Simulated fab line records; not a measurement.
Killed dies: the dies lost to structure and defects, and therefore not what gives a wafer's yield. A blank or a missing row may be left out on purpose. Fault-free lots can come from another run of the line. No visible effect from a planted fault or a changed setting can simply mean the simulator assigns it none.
Split-lot experiment	flow n5_finfet	21 wafers read across 7 lots, on a route 1938 steps long

## THE SPLIT ITSELF
At N5_BEOL_M13_COAT_65 (time 60 s, resist thk 350 nm), the setting spin_rpm was moved away from the recipe's 1500 rpm on 5 of the 21 wafers read, by -5.6% to +9.3%. All remaining wafers had this setting at the recipe value.

The reading comes from the split's own step.

## THE READING
SOC_of_BEOL_M13_COAT_65.thk_nm (the simulator's own value, which no gauge read), in nm, at N5_BEOL_M13_COAT_65 (time 60 s, resist thk 350 nm). There is no usual value for it anywhere in the file. Average 350.2 nm, standard deviation 0.81 nm, over the 16 wafers here run with the recipe.

wafer	tool, chamber at the split	spin_rpm as run, rpm	against the recipe	SOC_of_BEOL_M13_COAT_65.thk_nm, nm	against lot-mates on the recipe
L075.1	litho_track-03, 0	1500	recipe	349.6	-
L075.3	litho_track-03, 0	1500	recipe	350.6	-
L075.6	litho_track-03, 0	1500	recipe	349.4	-
L080.2	litho_track-02, 0	1640	+9.3%	336.4	-15.2
L080.4	litho_track-02, 0	1500	recipe	351.6	-
L080.6	litho_track-02, 0	1640	+9.3%	336.2	-15.4
L082.2	litho_track-03, 0	1500	recipe	350	-
L082.4	litho_track-03, 0	1416	-5.6%	360.4	+10.3
L082.6	litho_track-03, 0	1500	recipe	350.2	-
L091.3	litho_track-02, 0	1458	-2.8%	354.2	+5.0
L091.4	litho_track-02, 0	1458	-2.8%	354.2	+5.0
L091.5	litho_track-02, 0	1500	recipe	349.2	-
L094.2	litho_track-04, 0	1500	recipe	351.2	-
L094.3	litho_track-04, 0	1500	recipe	349.4	-
L094.4	litho_track-04, 0	1500	recipe	351.6	-
L097.1	litho_track-03, 0	1500	recipe	351	-
L097.6	litho_track-03, 0	1500	recipe	351	-
L097.3	litho_track-03, 0	1500	recipe	350	-
L096.1	litho_track-02, 0	1500	recipe	350.4	-
L096.2	litho_track-02, 0	1500	recipe	349.2	-
L096.3	litho_track-02, 0	1500	recipe	349.6	-

FIT RESULTS
A straight line over all 21 wafers: SOC_of_BEOL_M13_COAT_65.thk_nm changes by -1.54 nm for each +1% of spin_rpm; r = -0.99; the points scatter about the line by 0.84 nm.
The same after taking each lot's own level away (the mean of its wafers on the recipe; 21 wafers): -1.68 nm for each +1%; r = -1.00; scatter 0.56 nm.
That fit puts the effect of the largest move of spin_rpm on the reading at 16 nm.
From 349.20 to 351.60 nm: that is the span of the lots' own levels, equal to 3.0 times the standard deviation above.
Hence the lot-to-lot level has little effect on the slope; both slopes agree.
Check: -15.9 nm against its lot-mates is what the line predicts for one of the wafers moved furthest among these (+9.3%) when that wafer is left out of the fit. It came out at -15.2 nm against them.

## FURTHER SPLITS ON THESE WAFERS
These wafers also went through other splits before the reading. Each is held against what the fit with the lots' levels taken away leaves over:
other split on the same wafers	wafers away from the commonest value	r with SOC_of_BEOL_M13_COAT_65.thk_nm (lot level and that fit taken away)
N5_BEOL_M8_DESCUM_16 time_s	9	-0.09
N5_BEOL_M8_COAT_63 spin_rpm	6	+0.01
N5_BEOL_M9_CMP_52 down_force_psi	7	-0.09
N5_BEOL_M10_COAT_64 spin_rpm	8	-0.12
N5_BEOL_M10_DEVELOP_27 develop_time_s	6	+0.03
N5_BEOL_M11_DESCUM_16 time_s	7	-0.14

## THE FILE'S OWN FIT
SOC_of_BEOL_M13_COAT_65.thk_nm changes by -1.7 nm for each +1% of spin_rpm, r = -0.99.
